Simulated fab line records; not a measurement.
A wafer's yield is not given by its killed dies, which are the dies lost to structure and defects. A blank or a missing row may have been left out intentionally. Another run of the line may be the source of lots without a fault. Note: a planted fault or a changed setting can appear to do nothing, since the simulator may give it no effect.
Struck lot and sound lot, side by side / flow n5Finfet / 21 out of 1938 route steps
Sound: wafers L697.4, L697.5, L697.6. Struck: wafers L683.1, L683.4, L683.5. The cause comes at the end.
At each step with rows: each side's tool, then ch and its chambers, then its first start. Under that, the readings that differ: sound wafers / struck wafers / difference of the means / sigmas: that difference in standard deviations of wafers without a fault.
alike: readings whose means differ by less than 2 such deviations, and words and numbers that are the same on both sides. not compared: withheld readings, readings that some wafer has no value for, bounds like >300 that may hide the same value, and numbers for which the record gives no deviation and whose values overlap.
The two part at a step that has a row with sigmas, a row that says differs or no value, or rows on one side only. When numbers do not overlap yet have no deviation, they are printed without sigmas and do not part them. A reading that every wafer of one side lacks parts them only if that side has two wafers or more.

first, 8 steps without rows for these wafers: N5_BEOL_M6_DESCUM_16 (chemistry O2, time 7.9 s); N5_BEOL_M6_ETCH_61 (etches SiARC in CF4, target depth 45.5 nm, time 75.8 s); N5_BEOL_M6_ETCH_62 (etches SOC in N2/H2, target depth 110 nm, overetch 22 nm, time 165 s); N5_BEOL_M6_STRIP_68 (strips in N2/H2); N5_BEOL_M6_STRIP_67 (strips in CF4); N5_BEOL_M6_HM_OPEN_17 (chemistry Cl2/BCl3, target TiN, target depth 20 nm, overetch 6 nm); N5_BEOL_M6_STRIP_19 (strips in O2); N5_BEOL_M6_COAT_63 (time 60 s, resist thk 60 nm).
N5_BEOL_M6_COAT_64: time 60 s, resist thk 12 nm.
  sound on lithoTrack-04 ch 0, day 13 14:55; struck on lithoTrack-02 ch 0, day 10 17:37
reading=spinSpeedRpm (rpm); sound=1500.3 1500.4 1498.8; struck=1291.2 1292.7 1292.1; difference=-207.8; sigmas=-99 or more
reading=model.SiARC_of_BEOL_M6_COAT_64.thkNm (nm); sound=12 12 12; struck=12.8 12.8 12.8; difference=+0.8; sigmas=
  alike: chillPlateTempC
then, 9 steps without rows for these wafers: N5_BEOL_M6_COAT_71 (time 60 s, resist thk 5 nm); N5_BEOL_M6_COAT_22 (resist thk 30 nm); N5_BEOL_M6_EBR_24; N5_BEOL_M6_SOFTBAKE_23 (time 60 s); N5_BEOL_M6_EXPOSE_25 (exposes mask V5, target cd 40 nm); N5_BEOL_M6_PEB_26 (peb time 60 s); N5_BEOL_M6_DEVELOP_27 (develop time 30 s); N5_BEOL_M6_DESCUM_33 (chemistry O2, time 7 s); N5_BEOL_M6_ETCH_72 (etches underlayer in N2/H2, target depth 6.5 nm, time 5.2 s).
N5_BEOL_M6_ETCH_65: etches SiARC in CF4, target depth 15.6 nm, time 26 s.
  sound on rieDiel-02 ch 1,2, day 13 15:29; struck on rieDiel-05 ch 0,2, day 10 18:04
reading=model.etch.depthNm (nm); sound=12.01 12.04 12.01; struck=12.89 12.87 12.88; difference=+0.86; sigmas=
  alike: drypumpMotorCurrentA, etchRfOnTimeS, mfcArSccm, oesProductAu, rfVppV, showerheadPlenumPTorr, throttleValvePct
  not compared: rfHoursCounterH
N5_BEOL_M6_ETCH_66: etches SOC in N2/H2, target depth 80 nm, overetch 16 nm, time 120 s.
  sound on rieDiel-02 ch 1,2, day 13 15:31; struck on rieDiel-05 ch 0,2, day 10 18:05
reading=model.SiARC_of_BEOL_M6_COAT_64.thkNm (nm); sound=6.6 6.6 6.6; struck=7.8 7 7.2; difference=+0.7; sigmas=
  alike: drypumpMotorCurrentA, oesProductAu, rfVppV, showerheadPlenumPTorr, throttleValvePct
  not compared: rfHoursCounterH
then, 1 step without rows for these wafers: N5_BEOL_M6_STRIP_69 (strips in N2/H2).

## WHERE THEY PART
Within this record, at N5_BEOL_M6_COAT_64 only. Later steps at which nothing parts them and some readings are alike: N5_BEOL_M6_ETCH_65, N5_BEOL_M6_ETCH_66.

WHY: what had been put in by the simulator
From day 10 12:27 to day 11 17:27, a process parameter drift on lithoTrack-02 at N5_BEOL_M6_COAT_64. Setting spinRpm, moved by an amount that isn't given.
